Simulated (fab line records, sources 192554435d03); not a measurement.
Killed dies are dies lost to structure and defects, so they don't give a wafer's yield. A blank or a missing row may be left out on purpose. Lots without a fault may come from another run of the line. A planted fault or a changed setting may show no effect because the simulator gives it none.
Chamber matching | flow n5_finfet | N5_BEOL_M4_ETCH_69 on rie_diel-03: 4 sister chambers
The step etches SiARC in CF4, target depth 15.6 nm, time 26 s. 4 wafers are shown with their chamber, then 7 later ones without.

WAFERS WITH THEIR CHAMBER
wafer  | chamber | throttle_valve_pct (%)
L074.5 | 1       | 15.20
L076.3 | 0       | 15.90
L082.2 | 2       | 15.31
L082.3 | 3       | 15.96

WAFERS WITHOUT THEIR CHAMBER
wafer  | throttle_valve_pct (%)
L082.6 | 15.23
L088.1 | 15.27
L088.4 | 15.32
L088.5 | 15.27
L091.1 | 15.29
L091.2 | 15.35
L091.6 | 15.44

WHICH CHAMBER EACH WENT THROUGH
wafer  | from the rows above     | in truth
L082.6 | can't be placed: 1 or 2 | 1
L088.1 | can't be placed: 2 or 1 | 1
L088.4 | can't be placed: 2 or 1 | 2
L088.5 | can't be placed: 2 or 1 | 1
L091.1 | can't be placed: 2 or 1 | 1
L091.2 | can't be placed: 2 or 1 | 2
L091.6 | can't be placed: 2 or 1 | 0
Placed correctly: 0 of 7. Can't be placed from these rows: 7 (the true chamber is among the candidates in 6). Placed wrongly: 0.
How it was worked out, from the rows above alone: a wafer's distance from a chamber is the root of the sum, over the readings, of the square of ((its reading less the chamber's mean) divided by the reading's scatter). The wafer belongs to the nearest chamber; if the next one is less than 2 further off, it can't be placed. A chamber's mean is the mean of its shown wafers. The scatter: with one shown wafer a chamber, the root of the mean of the squares of how far each hidden wafer lies from its nearest shown one.
